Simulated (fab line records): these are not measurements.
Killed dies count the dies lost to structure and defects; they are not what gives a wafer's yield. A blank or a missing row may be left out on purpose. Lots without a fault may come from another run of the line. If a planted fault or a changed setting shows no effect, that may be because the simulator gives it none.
Matching of chambers :: flow n5Finfet :: N5_BEOL_M10_ETCH_65 on rieDiel-03: 4 sister chambers
The step etches SiARC in CF4, target depth 39 nm, time 65 s. 20 wafers are shown with their chamber, then 10 later ones without.

## WAFERS, EACH WITH ITS CHAMBER
wafer: L076.1
chamber: 2
drypumpMotorCurrentA (A): 5.2
showerheadPlenumPTorr (Torr): 2.06
throttleValvePct (%): 15.59

wafer: L076.2
chamber: 3
drypumpMotorCurrentA (A): 5.3
showerheadPlenumPTorr (Torr): 2.12
throttleValvePct (%): 15.82

wafer: L076.5
chamber: 2
drypumpMotorCurrentA (A): 5.2
showerheadPlenumPTorr (Torr): 2.06
throttleValvePct (%): 15.61

wafer: L078.1
chamber: 1
drypumpMotorCurrentA (A): 6.0
showerheadPlenumPTorr (Torr): 2.07
throttleValvePct (%): 15.98

wafer: L078.3
chamber: 0
drypumpMotorCurrentA (A): 5.5
showerheadPlenumPTorr (Torr): 2.26
throttleValvePct (%): 15.35

wafer: L078.5
chamber: 1
drypumpMotorCurrentA (A): 6.0
showerheadPlenumPTorr (Torr): 2.07
throttleValvePct (%): 16.01

wafer: L081.1
chamber: 3
drypumpMotorCurrentA (A): 5.4
showerheadPlenumPTorr (Torr): 2.12
throttleValvePct (%): 15.84

wafer: L081.2
chamber: 0
drypumpMotorCurrentA (A): 5.5
showerheadPlenumPTorr (Torr): 2.26
throttleValvePct (%): 15.34

wafer: L081.6
chamber: 0
drypumpMotorCurrentA (A): 5.5
showerheadPlenumPTorr (Torr): 2.26
throttleValvePct (%): 15.34

wafer: L080.2
chamber: 3
drypumpMotorCurrentA (A): 5.3
showerheadPlenumPTorr (Torr): 2.12
throttleValvePct (%): 15.86

wafer: L080.3
chamber: 0
drypumpMotorCurrentA (A): 5.5
showerheadPlenumPTorr (Torr): 2.26
throttleValvePct (%): 15.35

wafer: L080.4
chamber: 2
drypumpMotorCurrentA (A): 5.2
showerheadPlenumPTorr (Torr): 2.06
throttleValvePct (%): 15.62

wafer: L086.2
chamber: 1
drypumpMotorCurrentA (A): 6.0
showerheadPlenumPTorr (Torr): 2.07
throttleValvePct (%): 16.03

wafer: L086.3
chamber: 0
drypumpMotorCurrentA (A): 5.5
showerheadPlenumPTorr (Torr): 2.26
throttleValvePct (%): 15.36

wafer: L086.6
chamber: 0
drypumpMotorCurrentA (A): 5.5
showerheadPlenumPTorr (Torr): 2.26
throttleValvePct (%): 15.38

wafer: L090.1
chamber: 0
drypumpMotorCurrentA (A): 5.5
showerheadPlenumPTorr (Torr): 2.25
throttleValvePct (%): 15.39

wafer: L090.4
chamber: 2
drypumpMotorCurrentA (A): 5.2
showerheadPlenumPTorr (Torr): 2.05
throttleValvePct (%): 15.69

wafer: L090.5
chamber: 1
drypumpMotorCurrentA (A): 6.0
showerheadPlenumPTorr (Torr): 2.06
throttleValvePct (%): 16.04

wafer: L091.2
chamber: 1
drypumpMotorCurrentA (A): 6.0
showerheadPlenumPTorr (Torr): 2.06
throttleValvePct (%): 16.07

wafer: L091.3
chamber: 2
drypumpMotorCurrentA (A): 5.2
showerheadPlenumPTorr (Torr): 2.05
throttleValvePct (%): 15.69

SIGNATURES (means of the wafers above)
reading: drypumpMotorCurrentA
chamber 0: 5.500
chamber 1: 6.000
chamber 2: 5.200
chamber 3: 5.333
scatter within a chamber: 0.0204

reading: showerheadPlenumPTorr
chamber 0: 2.2586
chamber 1: 2.0660
chamber 2: 2.0560
chamber 3: 2.1200
scatter within a chamber: 0.00451

reading: throttleValvePct
chamber 0: 15.3586
chamber 1: 16.0260
chamber 2: 15.6400
chamber 3: 15.8400
scatter within a chamber: 0.032
Rule: a wafer's distance from a chamber is the root of the sum, over the readings, of the square of ((its reading less the chamber's mean) divided by the reading's scatter). The wafer belongs to the nearest chamber; if the next one is less than 2 further off, it can't be placed. The scatter is the square root of a quotient: the sum, over the shown wafers, of each reading's squared deviation from its chamber's mean, divided by wafers minus chambers.

## WAFERS WHOSE CHAMBER IS MISSING
wafer: L091.5
drypumpMotorCurrentA (A): 5.2
showerheadPlenumPTorr (Torr): 2.05
throttleValvePct (%): 15.70

wafer: L094.2
drypumpMotorCurrentA (A): 5.4
showerheadPlenumPTorr (Torr): 2.11
throttleValvePct (%): 15.43

wafer: L094.4
drypumpMotorCurrentA (A): 5.2
showerheadPlenumPTorr (Torr): 2.05
throttleValvePct (%): 15.70

wafer: L094.5
drypumpMotorCurrentA (A): 5.5
showerheadPlenumPTorr (Torr): 2.25
throttleValvePct (%): 15.41

wafer: L095.2
drypumpMotorCurrentA (A): 6.0
showerheadPlenumPTorr (Torr): 2.06
throttleValvePct (%): 16.08

wafer: L095.3
drypumpMotorCurrentA (A): 5.4
showerheadPlenumPTorr (Torr): 2.11
throttleValvePct (%): 15.42

wafer: L095.4
drypumpMotorCurrentA (A): 5.5
showerheadPlenumPTorr (Torr): 2.25
throttleValvePct (%): 15.40

wafer: L096.2
drypumpMotorCurrentA (A): 5.5
showerheadPlenumPTorr (Torr): 2.25
throttleValvePct (%): 15.41

wafer: L096.3
drypumpMotorCurrentA (A): 5.3
showerheadPlenumPTorr (Torr): 2.11
throttleValvePct (%): 15.43

wafer: L096.6
drypumpMotorCurrentA (A): 6.1
showerheadPlenumPTorr (Torr): 2.06
throttleValvePct (%): 16.10

## CHAMBER TAKEN BY EACH
wafer: L091.5
from the rows above: 2
in truth: 2

wafer: L094.2
from the rows above: 3
in truth: 3

wafer: L094.4
from the rows above: 2
in truth: 2

wafer: L094.5
from the rows above: 0
in truth: 0

wafer: L095.2
from the rows above: 1
in truth: 1

wafer: L095.3
from the rows above: 3
in truth: 3

wafer: L095.4
from the rows above: 0
in truth: 0

wafer: L096.2
from the rows above: 0
in truth: 0

wafer: L096.3
from the rows above: can't be placed: 3 or 2
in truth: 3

wafer: L096.6
from the rows above: 1
in truth: 1
Correct placement for 9 of the 10. From these rows, 1 cannot be placed; in 1 the true chamber is one of the candidates. Number placed wrongly: 0.
